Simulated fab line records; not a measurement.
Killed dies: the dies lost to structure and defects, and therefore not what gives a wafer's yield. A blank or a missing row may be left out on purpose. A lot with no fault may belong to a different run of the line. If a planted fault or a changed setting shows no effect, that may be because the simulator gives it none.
Code-filled problem report in 8D (eight disciplines) form / flow nandHarc / the parts of the form that need people (team, actions taken, sign-off) are left out

1. WHAT IS WRONG
Mean of thkNm at NHARC_A_ONON_D1_THK_MEAS_08: 755 nm across 2 wafers in 2 lots; on wafers with no fault it is 1001 nm (standard deviation 6.4). Relative to the usual mean, that is a shift of -38 standard deviations.
The step: measures by ellipsometry.
First seen on wafer L867.2, day 12 08:19, on filmMetro-01. The record has a number at this step for 39 wafers belonging to 13 lots. By rule, "out" or "out of limits" means more than 4 standard deviations away from the usual mean. The rest of the wafers with a number are treated as sound.

2. WHAT IT IS, AND WHAT IT ISN'T
question=which readings at this step | is=thkNm | is not=-
question=which lots | is=L867, L869 | is not=L856, L857, L858, L859, L860, L873, L875, L876, L877, L878, L879
question=which wafers of those lots | is=L867.2, L869.2 | is not=L867.3, L867.4, L869.3, L869.4
question=read on which gauges | is=filmMetro-01 | is not=filmMetro-02
question=when | is=from day 12 08:19 | is not=up to then (17 sound wafers); but 20 sound wafers of L869, L873, L875, L876, L877, L878, L879 came after

3. SUSPECTS, AND WHAT RULES EACH OUT
Counting: if a tool at a process step up to the reading ran every lot that is out, it stays a suspect. Sound lots after the first of them don't rule it out here, since some wafers of a struck lot are sound.
- the gauge at NHARC_A_ONON_D1_THK_MEAS_08: kept. All the wafers that are out were read on filmMetro-01, and no step on other tools shows them out.
- cmp-02 at NHARC_P_BONDPAD_CMP_19 (polishes, t overpolish 30 s, cu recess touch 16 s, target thk 160.81 nm): kept. Ran every lot that is out, first one L867 (day 11 06:58); last sound lot up to then L860 (day 8 05:20).
- pecvdOnon-04 at NHARC_A_ONON_D1_DEP_06 (target thk 1000 nm): kept. Ran every lot that is out, first one L867 (day 12 07:52); last sound lot up to then L857 (day 8 14:54).
- Within cmp-02 at NHARC_P_BONDPAD_CMP_19: the wafers that are out ran in chamber 1; their sound lot-mates ran in chambers 0, 2, 3.
Still standing after the count: cmp-02 at NHARC_P_BONDPAD_CMP_19, pecvdOnon-04 at NHARC_A_ONON_D1_DEP_06, filmMetro-01 at NHARC_A_ONON_D1_THK_MEAS_08.

4. THE CAUSE (what the simulator had put in)
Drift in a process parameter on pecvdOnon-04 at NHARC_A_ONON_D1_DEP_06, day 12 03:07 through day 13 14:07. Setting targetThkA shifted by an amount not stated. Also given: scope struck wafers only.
Counting leaves 3 suspects; this tool is one of them.

5. SEQUENCE OF EFFECTS, ordered by route
Each row: a reading whose mean over the struck wafers that have a number lies more than 3 standard deviations from the usual. Only readings whose record carries a usual standard deviation are examined. hours: median over the lots of the time between each lot's start at the first step of this table that gives one and its start at this step. sigmas: the change, counted in usual standard deviations.
hours=0; step=NHARC_A_ONON_D1_THK_MEAS_08; reading=thkNm; usual=1001 nm; on struck wafers=755; change=-246; sigmas=-38
Later steps that measure or inspect, where all struck wafers having a row at the step show a number for every such reading and not one has moved that far: NHARC_A_ONON_D1_THK_MEAS_18.

6. WHAT WOULD HAVE CAUGHT IT SOONER
5 hours passed between the start of the fault at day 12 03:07 and the first reading out of limits at a measuring or inspecting step in this record, taken at day 12 08:19.
Among the 2 lots that are out, L869 began NHARC_A_ONON_D1_DEP_06 on pecvdOnon-04 after day 12 08:19. A tool hold placed at that time would have kept it from harm.
